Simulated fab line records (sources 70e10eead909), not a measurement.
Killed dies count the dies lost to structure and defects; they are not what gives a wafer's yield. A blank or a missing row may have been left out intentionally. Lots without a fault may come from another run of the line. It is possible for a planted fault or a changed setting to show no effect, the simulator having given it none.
Code-filled problem report in 8D (eight disciplines) form -- flow nand harc -- the parts of the form that need people (team, actions taken, sign-off) are left out

== 1. THE ISSUE ==
Wafers without a fault read 48.1 s, standard deviation 0.35; run length s at NHARC_A_WL_FILL_ETCHBACK_17 reads a mean of 45.9 s on 2 wafers belonging to 2 lots. Measured from the usual mean, that is -6.4 standard deviations.
The step: etches the open film in Cl2/BCl3, target depth 4 nm, time 26.7 s.
First seen on wafer L433.3, day 28 15:06, on rie metal-01. At this step, 36 wafers from 12 lots have a number in the record. Rule for "out" (also "out of limits"): further than 4 standard deviations from the usual mean. All remaining wafers that have a number are taken as sound.

== 2. WHAT IT IS AND WHAT IT IS NOT ==
question,is,is not
which readings at this step,run length s,"drypump motor current A, oes product au"
which lots,"L433, L435","L416, L417, L418, L419, L421, L422, L426, L427, L431, L438"
which wafers of those lots,"L433.3, L435.4","L433.1, L433.6, L435.1, L435.5"
read on which tools,rie metal-01,"rie metal-02, rie metal-03"
when,from day 28 15:06,"up to then (29 sound wafers); but 5 sound wafers of L435, L438 came after"

== 3. SUSPECTS, AND WHAT RULES EACH OUT ==
Counting: any tool at a process step up to the reading remains a suspect provided it ran every lot that is out. Sound lots after the first of them don't rule it out here, since some wafers of a struck lot are sound.
- rie metal-01 at NHARC_A_WL_FILL_ETCHBACK_17 (etches the open film in Cl2/BCl3, target depth 4 nm, time 26.7 s): kept. It ran every lot that is out, first L433 (day 28 15:06); its last sound lot up to then is L426 (day 25 13:29). Its own readings are out on those wafers: run length s.
The count leaves rie metal-01 at NHARC_A_WL_FILL_ETCHBACK_17.

== 4. THE CAUSE (what the simulator had put in) ==
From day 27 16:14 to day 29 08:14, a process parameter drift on rie metal-01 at NHARC_A_WL_FILL_ETCHBACK_17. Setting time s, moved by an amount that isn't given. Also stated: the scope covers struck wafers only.
This tool alone remained once counting was done.

== 5. THE CHAIN OF EFFECTS, in route order ==
Each row: a reading where the mean over the struck wafers with a number is more than 3 standard deviations away from the usual. Only readings whose record carries a usual standard deviation are examined. hours: median over the lots of the time between each lot's start at the first step of this table that gives one and its start at this step. sigmas: the change, counted in usual standard deviations.
hours,step,reading,usual,on struck wafers,change,sigmas
0,NHARC_A_WL_FILL_ETCHBACK_17,run length s,48.1 s,45.9,-2.2,-6.4
The process steps in it:
- NHARC_A_WL_FILL_ETCHBACK_17: etches the open film in Cl2/BCl3, target depth 4 nm, time 26.7 s.

== 6. HOW IT WOULD HAVE BEEN CAUGHT EARLIER ==
23 hours passed between the start of the fault at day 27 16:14 and the first reading out of limits in this record, taken at day 28 15:06.
